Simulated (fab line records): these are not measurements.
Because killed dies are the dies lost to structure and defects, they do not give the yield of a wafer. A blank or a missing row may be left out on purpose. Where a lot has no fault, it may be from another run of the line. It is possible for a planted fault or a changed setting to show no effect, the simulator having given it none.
8D (eight disciplines) problem report, filled in by code / flow n5 finfet / the parts of the form that need people (team, actions taken, sign-off) are left out

1. WHAT WENT WRONG
At N5_DUMMY_GATE_ETCH_23, oes product au averages 0.772 a.u. over 4 wafers from 3 lots, while fault-free wafers read 1.004 a.u., standard deviation 0.019. That is -12 standard deviations from the usual mean.
The step: etches poly-Si in HBr/Cl2/O2, target depth 41 nm, time 22.3 s.
First seen on wafer L643.5, day 5 22:44, on rie si-05. The record holds 18 wafers of 7 lots with a number at this step. By rule, "out" or "out of limits" means more than 4 standard deviations away from the usual mean. Any other wafer with a number is counted as sound.

2. WHAT IT IS, AND WHAT IT ISN'T
question=which readings at this step | is=oes product au | is not=drypump motor current A, throttle valve pct
question=which lots | is=L643, L645, L648 | is not=L631, L636, L647, L654
question=which wafers of those lots | is=L643.5, L645.5, L648.1, L648.5 | is not=L643.6, L645.6
question=read on which tools | is=rie si-05 | is not=rie si-02, rie si-06
question=when | is=from day 5 22:44 | is not=up to then (7 sound wafers); but 7 sound wafers of L645, L647, L654 came after

3. SUSPECTS, AND WHAT RULES EACH OUT
Counting: any tool at a process step up to the reading remains a suspect provided it ran every lot that is out. Sound lots after the first of them don't rule it out here, since some wafers of a struck lot are sound.
- rie si-05 at N5_DUMMY_GATE_ETCH_32 (etches SiO2 in CF4, target depth 3.5 nm, time 3.9 s): kept. It ran every lot that is out, first L643 (day 5 22:42); its last sound lot up to then is L636 (day 4 06:23).
- rie si-05 at N5_DUMMY_GATE_ETCH_23 (etches poly-Si in HBr/Cl2/O2, target depth 41 nm, time 22.3 s): kept. It ran every lot that is out, first L643 (day 5 22:44); its last sound lot up to then is L636 (day 4 06:25). Out on those wafers are its own readings of oes product au.
Remaining after the count are rie si-05 at N5_DUMMY_GATE_ETCH_32 and rie si-05 at N5_DUMMY_GATE_ETCH_23.

4. THE CAUSE (what the simulator had put in)
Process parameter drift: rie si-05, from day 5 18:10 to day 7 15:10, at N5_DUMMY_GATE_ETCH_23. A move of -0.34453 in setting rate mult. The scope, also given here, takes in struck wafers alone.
After counting, 2 suspects remain, this tool included.

5. SEQUENCE OF EFFECTS, ordered by route
Rows list readings where the struck wafers' mean (over those with a number) sits beyond 3 standard deviations from the usual. Scope: only readings with a usual standard deviation given in the record; hours: median across lots of the time from each lot's start at the first step in this table that gives one to its start at this step; sigmas: change in usual standard deviations.
hours=0; step=N5_DUMMY_GATE_ETCH_23; reading=oes product au; usual=1.004 a.u.; on struck wafers=0.772; change=-0.232; sigmas=-12
It contains these process steps:
- N5_DUMMY_GATE_ETCH_23: etches poly-Si in HBr/Cl2/O2, target depth 41 nm, time 22.3 s.
Later steps that measure or inspect, where all struck wafers having a row at the step show a number for every such reading and not one has moved that far: N5_DUMMY_GATE_CD_MEAS_24, N5_BEOL_M4_RC_MEAS_101.

6. HOW IT WOULD HAVE BEEN CAUGHT EARLIER
First out-of-limits reading in this record: day 5 22:44, which is 5 hours after fault onset at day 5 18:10.
